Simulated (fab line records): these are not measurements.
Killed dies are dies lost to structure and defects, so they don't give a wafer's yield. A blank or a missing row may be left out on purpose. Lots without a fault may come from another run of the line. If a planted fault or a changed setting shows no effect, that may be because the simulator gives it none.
fab line records	flow n5Finfet
record: lots: 7	wafers: 39
route steps=1938 shown ZERO_LAYER@11 FIN_SAQP@100 BEOL_M0_SAQP@640 BEOL_M1@753 BEOL_M6@1251
startH: start of the lot's first displayed wafer, in hours after the record's first day	waitH: hours from the lot's prior step to this one	" repeats the value in the row above	L1.1+2: a row that stands for several wafers	- value missing, or start not given	* or withheld: withheld	< > ~ a bound
route shown NAME@n: NAME is a module with steps in the file, n the number in the route of the first one	usual: average and standard deviation across the fault-free wafers	same: alike in all rows	chamber/n: place in a boat	sites: each site's reading	_std_site: the standard deviation of these	_edge_site: mean of outer sites minus mean of inner sites	radiusMm: for every site, how far away it sits from the centre of the wafer	mask NAME#n: copy n	behind: the tool/chamber that last shaped the wafer	hold: reason for holding the lot/hours on hold/outcome of the hold	device: the n, p or np transistor that did not switch	end of line: the tests these same wafers got at the end of their route	step lacking rows: just its recipe	killed: count of dies lost to structure and defects at first sort (not the wafer's yield)	map: dies across one wafer; x = killed, . = not, _ = none there
set.NAME: the setting that was run; set.NAME@STEP: the one run at that earlier step	model.NAME: the simulator's own value behind a step, which no gauge read
lots whose settings were changed on purpose; a table a step, a row a wafer
== steps ==
step: N5_ZERO_LAYER_DEVELOP_10
recipe: developTimeS: 60	rinseLiquid: diw	dry: airSpin	devTempC: 21
lot.wafer	tool	chamber	startH	waitH	set.developTimeS
L076.1+3+6	lithoTrack-03	0	-	-	46.03
L076.2+4+5	"	0	"	"	60
L078.2+4+6	lithoTrack-03	0	-	-	60
L081.1+4+5	lithoTrack-01	0	-	-	60
L081.2+3+6	"	0	"	"	88.69
L084.1+3+5	lithoTrack-01	0	-	-	60
L084.2+4+6	"	0	"	"	46.21
L087.1+3+6	lithoTrack-03	0	-	-	89.32
L087.2+4+5	"	0	"	"	60
L090.1+5+6	lithoTrack-05	0	-	-	60
L090.2+3+4	"	0	"	"	32.13
L096.1+4+6	lithoTrack-05	0	-	-	60
L096.2+3+5	"	0	"	"	40.98
step: N5_ZERO_LAYER_HARDBAKE_23
recipe: tempC: 130	timeS: 120
step: N5_ZERO_LAYER_CD_MEAS_11
recipe: targetCdNm: 2000	landingEnergyEv: 500	detector: seInlens
usual: cdNm: 1999.3/1.9
lot.wafer	tool	chamber	startH	waitH	set.developTimeS@ZERO_LAYER_DEVELOP_10	cdNm
L076.1	cdSem-02	0	24.64	-	46.03	1994.6
L076.2	"	0	"	"	60	2000.4
L076.3	"	0	"	"	46.03	1993.4
L076.4	"	0	"	"	60	2001.1
L076.5	"	0	"	"	60	1999.4
L076.6	"	0	"	"	46.03	1992.2
L078.2	cdSem-03	0	36.64	-	60	2001.9
L078.4	"	0	"	"	60	2000.3
L078.6	"	0	"	"	60	2001.3
L081.1	cdSem-02	0	54.64	-	60	1995.3
L081.2	"	0	"	"	88.69	2006.0
L081.3	"	0	"	"	88.69	2008.8
L081.4	"	0	"	"	60	1999.1
L081.5	"	0	"	"	60	1998.2
L081.6	"	0	"	"	88.69	2006.5
L084.1	cdSem-03	0	72.64	-	60	1998.4
L084.2	"	0	"	"	46.21	1993.0
L084.3	"	0	"	"	60	1996.9
L084.4	"	0	"	"	46.21	1991.6
L084.5	"	0	"	"	60	1999.0
L084.6	"	0	"	"	46.21	1993.1
L087.1	cdSem-03	0	90.77	-	89.32	2005.0
L087.2	"	0	"	"	60	2000.5
L087.3	"	0	"	"	89.32	2007.1
L087.4	"	0	"	"	60	1997.8
L087.5	"	0	"	"	60	1997.9
L087.6	"	0	"	"	89.32	2007.8
L090.1	cdSem-01	0	108.64	-	60	1999.9
L090.2	"	0	"	"	32.13	1985.4
L090.3	"	0	"	"	32.13	1987.3
L090.4	"	0	"	"	32.13	1986.4
L090.5	"	0	"	"	60	1998.2
L090.6	"	0	"	"	60	2003.6
L096.1	cdSem-02	0	144.64	-	60	2003.4
L096.2	"	0	"	"	40.98	1991.5
L096.3	"	0	"	"	40.98	1991.3
L096.4	"	0	"	"	60	2001.9
L096.5	"	0	"	"	40.98	1992.8
L096.6	"	0	"	"	60	1998.9
step: N5_ZERO_LAYER_DESCUM_16
recipe: chemistry: O2	timeS: 7.9	sourcePowerW: 50	biasPowerW: 20	pressureMtorr: 20	rfFrequencyHz: 2.712e+07	tempC: 40	o2FlowSccm: 225
lot.wafer	tool	chamber	startH	waitH	set.developTimeS@ZERO_LAYER_DEVELOP_10	model.ZERO_LAYER.cdNm
L076.1	rieDiel-02	0	24.68	0.0	46.03	1995
L076.2	"	2	"	"	60	2000
L076.3	"	1	"	"	46.03	1993
L076.4	"	3	"	"	60	2001
L076.5	"	1	"	"	60	1999
L076.6	"	2	"	"	46.03	1992
L078.2	rieDiel-02	3	37.13	0.5	60	2002
L078.4	"	1	"	"	60	2000
L078.6	"	2	"	"	60	2001
L081.1	rieDiel-03	0	54.99	0.3	60	1995
L081.2	"	3	"	"	88.69	2006
L081.3	"	1	"	"	88.69	2009
L081.4	"	2	"	"	60	1999
L081.5	"	3	"	"	60	1998
L081.6	"	2	"	"	88.69	2007
L084.1	rieDiel-02	0	72.68	0.0	60	1998
L084.2+6	"	2,0	"	"	46.21	1993
L084.3	"	3	"	"	60	1997
L084.4	"	3	"	"	46.21	1991
L084.5	"	2	"	"	60	1999
L087.1	rieDiel-02	3	90.80	0.0	89.32	2005
L087.2	"	0	"	"	60	2001
L087.3+6	"	2	"	"	89.32	2007
L087.4+5	"	1	"	"	60	1998
L090.1	rieDiel-02	0	108.68	0.0	60	2000
L090.2	"	1	"	"	32.13	1985
L090.3	"	3	"	"	32.13	1987
L090.4	"	0	"	"	32.13	1986
L090.5	"	1	"	"	60	1998
L090.6	"	3	"	"	60	2003
L096.1	rieDiel-03	1	144.68	0.0	60	2003
L096.2+3	"	0,3	"	"	40.98	1991
L096.4	"	2	"	"	60	2002
L096.5	"	3	"	"	40.98	1993
L096.6	"	0	"	"	60	1999
step: N5_FIN_SAQP_PECVD_06
recipe: material: a-Si	targetThkA: 600	tempC: 400	precursor: SiH4/He	pressureTorr: 3	rfW: 100	timeS: 48.1
lot.wafer	tool	chamber	startH	waitH	set.timeS	model.a-Si_of_FIN_SAQP_PECVD_06.thkNm
L076.1	pecvd-01	2	32.73	0.0	48.1	59.79
L076.2	"	1	"	"	48.1	58.79
L076.3	"	0	"	"	48.1	59.73
L076.4	"	0	"	"	48.1	61.19
L076.5	"	1	"	"	48.1	59.77
L076.6	"	2	"	"	48.1	60.44
L078.2	pecvd-01	2	45.13	0.0	48.1	60.98
L078.4	"	2	"	"	48.1	61.65
L078.6	"	1	"	"	48.1	59.42
L081.1	pecvd-03	0	64.56	0.0	48.1	58.91
L081.2	"	1	"	"	21.29	25.91
L081.3	"	1	"	"	48.1	60.33
L081.4	"	0	"	"	48.1	59.29
L081.5	"	1	"	"	21.29	26.31
L081.6	"	0	"	"	21.29	25.83
L084.1	pecvd-03	1	81.45	0.0	48.1	59.83
L084.2	"	2	"	"	69.55	87.53
L084.3	"	0	"	"	69.55	86.61
L084.4	"	0	"	"	69.55	88.12
L084.5	"	1	"	"	48.1	61.53
L084.6	"	2	"	"	48.1	61.17
L087.1	pecvd-03	0	100.52	0.0	48.1	59.93
L087.2	"	1	"	"	48.1	59.88
L087.3	"	2	"	"	48.1	61.22
L087.4	"	1	"	"	48.1	60.11
L087.5	"	0	"	"	48.1	61.01
L087.6	"	2	"	"	48.1	62.08
L090.1	pecvd-04	2	118.16	0.0	23	28.45
L090.2	"	1	"	"	23	27.44
L090.3	"	0	"	"	48.1	59.6
L090.4	"	1	"	"	48.1	60.16
L090.5	"	0	"	"	48.1	60.42
L090.6	"	2	"	"	23	28.1
L096.1	pecvd-03	1	153.15	0.0	21.45	26.52
L096.2	"	2	"	"	21.45	26.06
L096.3	"	0	"	"	21.45	26.22
L096.4	"	1	"	"	48.1	60.35
L096.5	"	2	"	"	48.1	60.96
L096.6	"	0	"	"	48.1	61.58
step: N5_FIN_SAQP_THK_MEAS_07
usual: thkNm: 60.1/0.85
lot.wafer	tool	chamber	startH	waitH	set.timeS@FIN_SAQP_PECVD_06	thkNm
L076.1	filmMetro-02	-	32.82	0.1	48.1	59.8
L076.2	"	-	"	"	48.1	58.8
L076.3	"	-	"	"	48.1	59.8
L076.4	"	-	"	"	48.1	61.2
L076.5	"	-	"	"	48.1	59.7
L076.6	"	-	"	"	48.1	60.4
L078.2	filmMetro-02	-	45.22	0.1	48.1	60.9
L078.4	"	-	"	"	48.1	61.6
L078.6	"	-	"	"	48.1	59.4
L081.1	filmMetro-02	-	64.68	0.1	48.1	58.9
L081.2	"	-	"	"	21.29	25.9
L081.3	"	-	"	"	48.1	60.3
L081.4	"	-	"	"	48.1	59.3
L081.5	"	-	"	"	21.29	26.3
L081.6	"	-	"	"	21.29	25.9
L084.1	filmMetro-02	-	81.54	0.1	48.1	59.8
L084.2	"	-	"	"	69.55	87.6
L084.3	"	-	"	"	69.55	86.6
L084.4	"	-	"	"	69.55	88.1
L084.5	"	-	"	"	48.1	61.5
L084.6	"	-	"	"	48.1	61.2
L087.1	filmMetro-01	-	100.60	0.1	48.1	60.0
L087.2	"	-	"	"	48.1	59.9
L087.3	"	-	"	"	48.1	61.2
L087.4	"	-	"	"	48.1	60.1
L087.5	"	-	"	"	48.1	61.0
L087.6	"	-	"	"	48.1	62.1
L090.1	filmMetro-02	-	118.25	0.1	23	28.5
L090.2	"	-	"	"	23	27.4
L090.3	"	-	"	"	48.1	59.6
L090.4	"	-	"	"	48.1	60.2
L090.5	"	-	"	"	48.1	60.4
L090.6	"	-	"	"	23	28.1
L096.1	filmMetro-01	-	153.23	0.1	21.45	26.5
L096.2	"	-	"	"	21.45	26.0
L096.3	"	-	"	"	21.45	26.2
L096.4	"	-	"	"	48.1	60.3
L096.5	"	-	"	"	48.1	61.0
L096.6	"	-	"	"	48.1	61.6
step: N5_FIN_SAQP_HM_DEP_72
recipe: material: SiO2	targetThkA: 120	tempC: 400	precursor: SiH4/N2O	pressureTorr: 0.75	rfW: 275	timeS: 7.2
step: N5_FIN_SAQP_COAT_49
recipe: resist: SOC	tempC: 250	timeS: 60	spinRpm: 1500	resistThkNm: 100
step: N5_FIN_SAQP_HM_OPEN_73
recipe: chemistry: CHF3/O2	target: SiO2	stopOn: a-Si	targetDepthA: 120	overEtchFrac: 1.8	maskMaterial: SOC	timeS: 16.8	pressureMtorr: 30	sourceW: 650	biasW: 170	Ar_flow_sccm: 200	CHF3_flow_sccm: 50	O2_flow_sccm: 5	ionEnergyEv: 200	ends: endPoint
step: N5_FIN_SAQP_STRIP_74
recipe: chemistry: CHF3/O2	resist: SiARC	rfFrequencyHz: 6e+07
step: N5_FIN_SAQP_MANDREL_ETCH_22
recipe: targetDepthA: 600	chemistry: HBr/Cl2	target: a-Si	stopOn: SiNx	btTimeS: 10	overEtchFrac: 0.5	timeS: 30	pressureMtorr: 10	icpW: 800	biasW: 75	HBr_flow_sccm: 150	Cl2_flow_sccm: 80	ends: endPoint
usual: oesProductAu: 0.771/0.014
lot.wafer	tool	chamber	startH	waitH	set.timeS@FIN_SAQP_PECVD_06	oesProductAu	model.etch.depthNm
L076.1	rieSi-06	2	33.58	0.0	48.1	0.747	59.79
L076.2	"	1	"	"	48.1	0.766	58.7
L076.3	"	0	"	"	48.1	0.765	59.66
L076.4	"	3	"	"	48.1	0.771	61
L076.5	"	1	"	"	48.1	0.769	59.77
L076.6	"	0	"	"	48.1	0.778	60.25
L078.2	rieSi-03	0	45.97	0.0	48.1	0.769	60.98
L078.4	"	3	"	"	48.1	0.782	61.59
L078.6	"	2	"	"	48.1	0.789	59.4
L081.1	rieSi-03	3	65.66	0.0	48.1	0.752	58.91
L081.2	"	2	"	"	21.29	0.518	25.82
L081.3	"	1	"	"	48.1	0.781	60.33
L081.4	"	0	"	"	48.1	0.765	59.29
L081.5	"	2	"	"	21.29	0.523	26.21
L081.6	"	3	"	"	21.29	0.508	25.83
L084.1	rieSi-06	2	82.41	0.0	48.1	0.745	59.74
L084.2	"	3	"	"	69.55	0.971	87.45
L084.3	"	1	"	"	69.55	0.975	86.61
L084.4	"	0	"	"	69.55	0.971	87.34
L084.5	"	2	"	"	48.1	0.754	61.53
L084.6	"	3	"	"	48.1	0.774	60.98
L087.1	rieSi-06	3	101.34	0.0	48.1	0.759	59.84
L087.2	"	2	"	"	48.1	0.740	59.69
L087.3	"	0	"	"	48.1	0.780	61.14
L087.4	"	1	"	"	48.1	0.769	60.11
L087.5	"	2	"	"	48.1	0.755	60.83
L087.6	"	1	"	"	48.1	0.793	62
L090.1	rieSi-06	0	119.25	0.0	23	0.533	28.45
L090.2	"	3	"	"	23	0.509	27.44
L090.3	"	1	"	"	48.1	0.769	59.5
L090.4	"	2	"	"	48.1	0.746	60.16
L090.5	"	0	"	"	48.1	0.758	60.42
L090.6	"	3	"	"	23	0.520	28.1
L096.1	rieSi-03	3	154.10	0.0	21.45	0.505	26.52
L096.2	"	0	"	"	21.45	0.504	25.99
L096.3	"	1	"	"	21.45	0.514	26.03
L096.4	"	2	"	"	48.1	0.796	60.26
L096.5	"	1	"	"	48.1	0.794	60.88
L096.6	"	0	"	"	48.1	0.779	61.49
step: N5_BEOL_M0_SAQP_HM_DEP_111
recipe: material: SiO2	targetThkA: 120	tempC: 400	precursor: SiH4/N2O	pressureTorr: 0.75	rfW: 275	timeS: 7.2
lot.wafer	tool	chamber	startH	waitH	set.timeS	model.SiO2_of_BEOL_M0_SAQP_HM_DEP_111.thkNm
L076.1+2	pecvd-03	0,1	119.00	0.0	8.734	14.6
L076.3	"	2	"	"	7.2	12
L076.4+6	"	2,0	"	"	7.2	12.2
L076.5	"	1	"	"	8.734	14.8
L078.2	pecvd-02	0	129.97	0.0	7.2	11.8
L078.4	"	0	"	"	7.2	12
L078.6	"	2	"	"	7.2	12.4
L081.1	pecvd-02	0	148.27	0.0	7.2	11.6
L081.2+4+6	"	2,0,1	"	"	7.2	12
L081.3	"	1	"	"	7.2	11.8
L081.5	"	2	"	"	7.2	12.2
L084.1	pecvd-03	2	168.68	0.0	7.2	12
L084.2	"	0	"	"	7.2	11.6
L084.3+4	"	1,0	"	"	3.025	4.8
L084.5	"	1	"	"	7.2	11.8
L084.6	"	2	"	"	3.025	5
L087.1+3+5	pecvd-03	1,2,0	188.53	0.0	7.2	11.8
L087.2	"	0	"	"	9.075	14.8
L087.4+6	"	2,1	"	"	9.075	15.2
L090.1+2	pecvd-03	1,2	203.65	0.0	7.2	11.6
L090.3+4	"	0	"	"	7.2	11.8
L090.5	"	1	"	"	7.2	12
L090.6	"	2	"	"	7.2	12.2
L096.1+2	pecvd-02	0,1	240.99	0.0	7.2	11.6
L096.3	"	2	"	"	3.443	5.8
L096.4+5	"	0,2	"	"	3.443	5.6
L096.6	"	1	"	"	7.2	11.8
step: N5_BEOL_M0_SAQP_COAT_81
recipe: resist: SOC	tempC: 250	timeS: 60	spinRpm: 1500	resistThkNm: 100
step: N5_BEOL_M0_SAQP_COAT_82
recipe: resist: SiARC	tempC: 220	timeS: 60	spinRpm: 1500	resistThkNm: 30
step: N5_BEOL_M0_SAQP_ETCH_84
recipe: chemistry: N2/H2	target: SOC	targetDepthA: 1000	overetchA: 200	maskMaterial: SiARC	tempC: 40	timeS: 150	ionEnergyEv: 200	pressureMtorr: 30	sourceW: 840	biasW: 150	n2FlowSccm: 200	h2FlowSccm: 200
step: N5_BEOL_M0_SAQP_STRIP_80
recipe: chemistry: N2/H2	tempC: 40	n2FlowSccm: 200	h2FlowSccm: 200	rfFrequencyHz: 6e+07
step: N5_BEOL_M0_SAQP_HM_OPEN_112
recipe: chemistry: CHF3/O2	target: SiO2	stopOn: a-Si	targetDepthA: 120	overEtchFrac: 1.25	maskMaterial: SOC	timeS: 13.5	pressureMtorr: 30	sourceW: 650	biasW: 170	Ar_flow_sccm: 200	CHF3_flow_sccm: 50	O2_flow_sccm: 5	ionEnergyEv: 200	ends: endPoint
lot.wafer	tool	chamber	startH	waitH	set.timeS@BEOL_M0_SAQP_HM_DEP_111	model.etch.depthNm
L076.1	rieDiel-03	3	119.72	0.0	8.734	14.56
L076.2	"	0	"	"	8.734	14.51
L076.3	"	2	"	"	7.2	11.96
L076.4	"	1	"	"	7.2	12.14
L076.5	"	3	"	"	8.734	14.73
L076.6	"	2	"	"	7.2	12.19
L078.2	rieDiel-03	2	130.57	0.0	7.2	11.82
L078.4	"	1	"	"	7.2	11.98
L078.6	"	1	"	"	7.2	12.38
L081.1	rieDiel-03	1	149.06	0.0	7.2	11.6
L081.2	"	0	"	"	7.2	12.07
L081.3	"	2	"	"	7.2	11.9
L081.4+6	"	3	"	"	7.2	12.05
L081.5	"	0	"	"	7.2	12.23
L084.1	rieDiel-02	3	169.40	0.0	7.2	11.97
L084.2	"	1	"	"	7.2	11.6
L084.3	"	2	"	"	3.025	4.85
L084.4	"	0	"	"	3.025	4.895
L084.5	"	2	"	"	7.2	11.79
L084.6	"	1	"	"	3.025	5.061
L087.1	rieDiel-01	2	189.38	0.0	7.2	11.78
L087.2	"	3	"	"	9.075	14.83
L087.3	"	0	"	"	7.2	11.74
L087.4	"	0	"	"	9.075	15.25
L087.5	"	2	"	"	7.2	11.77
L087.6	"	3	"	"	9.075	15.23
L090.1	rieDiel-01	3	204.37	0.0	7.2	11.69
L090.2	"	2	"	"	7.2	11.68
L090.3	"	0	"	"	7.2	11.83
L090.4	"	1	"	"	7.2	11.9
L090.5	"	1	"	"	7.2	11.96
L090.6	"	2	"	"	7.2	12.12
L096.1	rieDiel-03	2	241.72	0.0	7.2	11.51
L096.2	"	1	"	"	7.2	11.59
L096.3	"	3	"	"	3.443	5.802
L096.4	"	0	"	"	3.443	5.638
L096.5	"	3	"	"	3.443	5.591
L096.6	"	2	"	"	7.2	11.89
step: N5_BEOL_M1_PECVD_72
recipe: material: SiO2	targetThkA: 160	tempC: 400	precursor: TEOS/O2	pressureTorr: 5.5	rfW: 450	teosFlowSccm: 53.8	gas: O2	flowSccm: 3000	timeS: 18
lot.wafer	tool	chamber	startH	waitH	set.timeS	model.SiO2_of_BEOL_M1_PECVD_72.thkNm
L076.1	pecvd-03	1	129.80	0.0	15.06	13.6
L076.2	"	0	"	"	18	15.8
L076.3+4	"	2	"	"	15.06	13
L076.5	"	0	"	"	18	16.2
L076.6	"	1	"	"	18	16.4
L078.2	pecvd-01	0	141.94	0.0	18	15.8
L078.4	"	2	"	"	18	15.6
L078.6	"	0	"	"	18	16.2
L081.1+3	pecvd-01	2	159.00	0.0	18	16
L081.2	"	0	"	"	18	16.2
L081.4	"	0	"	"	18	16.8
L081.5	"	2	"	"	18	15.8
L081.6	"	0	"	"	18	16.6
L084.1+4	pecvd-01	1,2	180.07	0.0	18	16
L084.2	"	0	"	"	21.24	19
L084.3	"	2	"	"	21.24	18.4
L084.5	"	0	"	"	18	16.4
L084.6	"	1	"	"	21.24	18.8
L087.1+3	pecvd-03	0,2	201.06	0.0	18	15.8
L087.2	"	1	"	"	18	16.2
L087.4	"	1	"	"	18	16.4
L087.5+6	"	0,2	"	"	18	16
L090.1	pecvd-02	1	214.16	0.0	12	10.8
L090.2+6	"	2,1	"	"	18	16
L090.3	"	0	"	"	12	10.4
L090.4	"	0	"	"	12	10.6
L090.5	"	2	"	"	18	16.2
L096.1	pecvd-02	1	257.13	0.0	21.22	18.4
L096.2	"	2	"	"	21.22	18.6
L096.3	"	0	"	"	18	16
L096.4	"	0	"	"	18	15.8
L096.5	"	2	"	"	21.22	19
L096.6	"	1	"	"	18	16.2
step: N5_BEOL_M6_ALD_77
recipe: material: TaN	targetThkA: 20	tempC: 275	aldPrecursorFamily: PDMAT	aldCoReactant: NH3	pressureTorr: 3	carrierFlowSccm: 1500	pulseTimeS: 2	purgeTimeS: 3	coReactantPurgeTimeS: 2	coReactantPulseTimeS: 3	aldCycles: 40	precursorVesselTempC: 75	precursorVesselPressureTorr: 26.25	precursorVesselCarrierSccm: 1000
lot.wafer	tool	chamber	startH	waitH	set.aldCycles	model.TaN_of_BEOL_M6_ALD_77.thkNm
L076.1+4+6	aldMetal-02	2,3,2	204.96	0.0	40	2
L076.2+3+5	"	0,1,3	"	"	56	2.8
L081.1+4+5	aldMetal-04	0,2,3	219.03	0.1	40	2
L081.2+3+6	"	1,3,2	"	"	47	2.4
L078.2+4+6	aldMetal-01	3,0,2	223.87	0.0	40	2
L084.1+3+6	aldMetal-02	2,0,3	244.38	0.1	50	2.6
L084.2+4+5	"	3,1,2	"	"	40	2
L087.1+2+3+4+5+6	aldMetal-02	2,3,0,1,0,3	266.79	0.0	40	2
L090.1+2+4	aldMetal-04	3,1,2	283.81	0.0	40	2
L090.3+5+6	"	0,3,0	"	"	61	3
L096.1+2+3+4+5+6	aldMetal-01	3,2,0,1,3,0	327.92	0.1	40	2
== key ==
split: step: N5_ZERO_LAYER_DEVELOP_10	setting: developTimeS	stated: 60	by: wafer
response: step: N5_ZERO_LAYER_CD_MEAS_11	reading: cdNm	change: +0.235	per: 1%	r: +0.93
response: step: N5_ZERO_LAYER_DESCUM_16	reading: model.ZERO_LAYER.cdNm	change: +0.234	per: 1%	r: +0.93
split: step: N5_FIN_SAQP_PECVD_06	setting: timeS	stated: 48.1	by: wafer
response: step: N5_FIN_SAQP_PECVD_06	reading: model.a-Si_of_FIN_SAQP_PECVD_06.thkNm	change: +0.611	per: 1%	r: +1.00
response: step: N5_FIN_SAQP_THK_MEAS_07	reading: thkNm	change: *	per: 1%	r: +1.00
response: step: N5_FIN_SAQP_MANDREL_ETCH_22	reading: oesProductAu	change: +0.00473	per: 1%	r: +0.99
response: step: N5_FIN_SAQP_MANDREL_ETCH_22	reading: model.etch.depthNm	change: +0.61	per: 1%	r: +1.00
split: step: N5_BEOL_M0_SAQP_HM_DEP_111	setting: timeS	stated: 7.2	by: wafer
response: step: N5_BEOL_M0_SAQP_HM_DEP_111	reading: model.SiO2_of_BEOL_M0_SAQP_HM_DEP_111.thkNm	change: +0.118	per: 1%	r: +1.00
response: step: N5_BEOL_M0_SAQP_HM_OPEN_112	reading: model.etch.depthNm	change: +0.118	per: 1%	r: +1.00
split: step: N5_BEOL_M1_PECVD_72	setting: timeS	stated: 18	by: wafer
response: step: N5_BEOL_M1_PECVD_72	reading: model.SiO2_of_BEOL_M1_PECVD_72.thkNm	change: +0.161	per: 1%	r: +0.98
split: step: N5_BEOL_M6_ALD_77	setting: aldCycles	stated: 40	by: wafer
response: step: N5_BEOL_M6_ALD_77	reading: model.TaN_of_BEOL_M6_ALD_77.thkNm	change: +0.0201	per: 1%	r: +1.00
